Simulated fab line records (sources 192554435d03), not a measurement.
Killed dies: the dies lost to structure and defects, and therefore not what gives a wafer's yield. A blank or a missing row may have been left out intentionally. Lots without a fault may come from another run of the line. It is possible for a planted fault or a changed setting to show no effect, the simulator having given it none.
Chamber matching ; flow n5_finfet ; 3 sister chambers for N5_BEOL_M5_PRE_CLEAN_77 on cvd_co-02
The step time 15 s. 3 wafers are shown with their chamber, then 12 later ones without.

WAFERS PAIRED WITH THEIR CHAMBERS
wafer;chamber;heater_power_w (W)
L083.1;2;83
L083.3;0;97
L083.5;1;53

WAFERS WITHOUT THEIR CHAMBER
wafer;heater_power_w (W)
L092.1;52
L092.4;81
L092.5;97
L093.1;83
L093.2;53
L093.5;98
L094.2;84
L094.3;51
L094.5;54
L097.1;83
L097.2;98
L097.4;95

EACH ONE'S CHAMBER
wafer;from the rows above;in truth
L092.1;1;1
L092.4;2;2
L092.5;0;0
L093.1;2;2
L093.2;1;1
L093.5;0;0
L094.2;2;2
L094.3;1;1
L094.5;1;1
L097.1;2;2
L097.2;0;0
L097.4;0;0
Correct placement for 12 of the 12. Not placeable from these rows: 0. Number placed wrongly: 0.
How it was worked out, from the rows above alone: a wafer's distance from a chamber is the root of the sum, over the readings, of the square of ((its reading less the chamber's mean) divided by the reading's scatter). The wafer belongs to the nearest chamber; if the next one is less than 2 further off, it can't be placed. For every chamber, the mean is computed from those of its wafers that are shown. The scatter: root of mean squared gap, hidden wafer to nearest shown wafer, with one shown wafer a chamber.
